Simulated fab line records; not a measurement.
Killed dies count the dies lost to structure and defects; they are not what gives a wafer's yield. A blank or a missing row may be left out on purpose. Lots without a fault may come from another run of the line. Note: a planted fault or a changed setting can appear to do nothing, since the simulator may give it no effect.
Chamber matching / flow n5_finfet / N5_BEOL_M1_ILD_DEP_00 on pecvd-03: 3 sister chambers
The step deposits SiOC from DEMS/O2, target thk 79 nm, time 15.3 s. 6 wafers are shown with their chamber, then 8 later ones without.

== WAFERS WITH THEIR CHAMBER ==
wafer=L084.1; chamber=1; throttle_valve_pct (%)=12.8; heater_power_w (W)=460
wafer=L084.2; chamber=0; throttle_valve_pct (%)=12.8; heater_power_w (W)=521
wafer=L088.1; chamber=2; throttle_valve_pct (%)=10.7; heater_power_w (W)=499
wafer=L088.3; chamber=0; throttle_valve_pct (%)=12.3; heater_power_w (W)=503
wafer=L088.4; chamber=2; throttle_valve_pct (%)=10.8; heater_power_w (W)=497
wafer=L090.2; chamber=1; throttle_valve_pct (%)=12.8; heater_power_w (W)=456

== WAFERS WHOSE CHAMBER IS MISSING ==
wafer=L090.4; throttle_valve_pct (%)=10.7; heater_power_w (W)=448
wafer=L090.5; throttle_valve_pct (%)=12.9; heater_power_w (W)=361
wafer=L093.3; throttle_valve_pct (%)=12.6; heater_power_w (W)=546
wafer=L093.4; throttle_valve_pct (%)=12.6; heater_power_w (W)=527
wafer=L093.5; throttle_valve_pct (%)=10.7; heater_power_w (W)=501
wafer=L096.1; throttle_valve_pct (%)=10.8; heater_power_w (W)=499
wafer=L096.4; throttle_valve_pct (%)=12.8; heater_power_w (W)=484
wafer=L096.5; throttle_valve_pct (%)=12.9; heater_power_w (W)=442

== WHICH CHAMBER EACH WENT THROUGH ==
wafer=L090.4; from the rows above=2; in truth=2
wafer=L090.5; from the rows above=1; in truth=1
wafer=L093.3; from the rows above=0; in truth=0
wafer=L093.4; from the rows above=0; in truth=0
wafer=L093.5; from the rows above=2; in truth=2
wafer=L096.1; from the rows above=2; in truth=2
wafer=L096.4; from the rows above=can't be placed: 1 or 0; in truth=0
wafer=L096.5; from the rows above=1; in truth=1
Correct placement for 7 of the 8. Not placeable from these rows: 1 (in 1, the candidates include the true chamber). Placed wrongly: 0.
How it was worked out, from the rows above alone: a wafer's distance from a chamber is the root of the sum, over the readings, of the square of ((its reading less the chamber's mean) divided by the reading's scatter). If the next closest chamber is less than 2 further off than the closest, the wafer can't be placed; otherwise it belongs to the closest. The mean given for a chamber averages the wafers shown for that chamber. The scatter is the square root of a quotient: the sum, over the shown wafers, of each reading's squared deviation from its chamber's mean, divided by wafers minus chambers.
